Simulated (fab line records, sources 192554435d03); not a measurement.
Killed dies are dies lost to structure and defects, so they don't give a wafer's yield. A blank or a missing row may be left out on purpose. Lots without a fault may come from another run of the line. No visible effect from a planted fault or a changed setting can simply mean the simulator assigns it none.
Matching of chambers | flow n5-finfet | N5_BEOL_M3_PRE_CLEAN_60 on cvd-co-01: 3 sister chambers
The step time 15 s. 6 wafers are shown with their chamber, then 12 later ones without.

== WAFERS, EACH WITH ITS CHAMBER ==
wafer  | chamber | heater-power-w (W)
L087.2 | 0       | 127
L089.4 | 1       | 71
L089.6 | 2       | 85
L091.2 | 2       | 84
L091.4 | 0       | 125
L091.6 | 1       | 69

== WAFERS WITH NO CHAMBER GIVEN ==
wafer  | heater-power-w (W)
L090.1 | 70
L090.5 | 85
L090.6 | 128
L093.3 | 127
L093.4 | 84
L093.5 | 129
L094.4 | 85
L094.5 | 67
L094.6 | 131
L095.1 | 85
L095.5 | 82
L095.6 | 127

== THE CHAMBER EACH PASSED THROUGH ==
wafer  | from the rows above | in truth
L090.1 | 1                   | 1
L090.5 | 2                   | 2
L090.6 | 0                   | 0
L093.3 | 0                   | 0
L093.4 | 2                   | 2
L093.5 | 0                   | 0
L094.4 | 2                   | 2
L094.5 | 1                   | 1
L094.6 | 0                   | 0
L095.1 | 2                   | 2
L095.5 | 2                   | 2
L095.6 | 0                   | 0
Correct placement for 12 of the 12. From these rows, 0 cannot be placed. Wrongly placed: 0.
How it was worked out, from the rows above alone: a wafer's distance from a chamber is the root of the sum, over the readings, of the square of ((its reading less the chamber's mean) divided by the reading's scatter). If the next closest chamber is less than 2 further off than the closest, the wafer can't be placed; otherwise it belongs to the closest. For every chamber, the mean is computed from those of its wafers that are shown. The scatter is the square root of a quotient: the sum, over the shown wafers, of each reading's squared deviation from its chamber's mean, divided by wafers minus chambers.
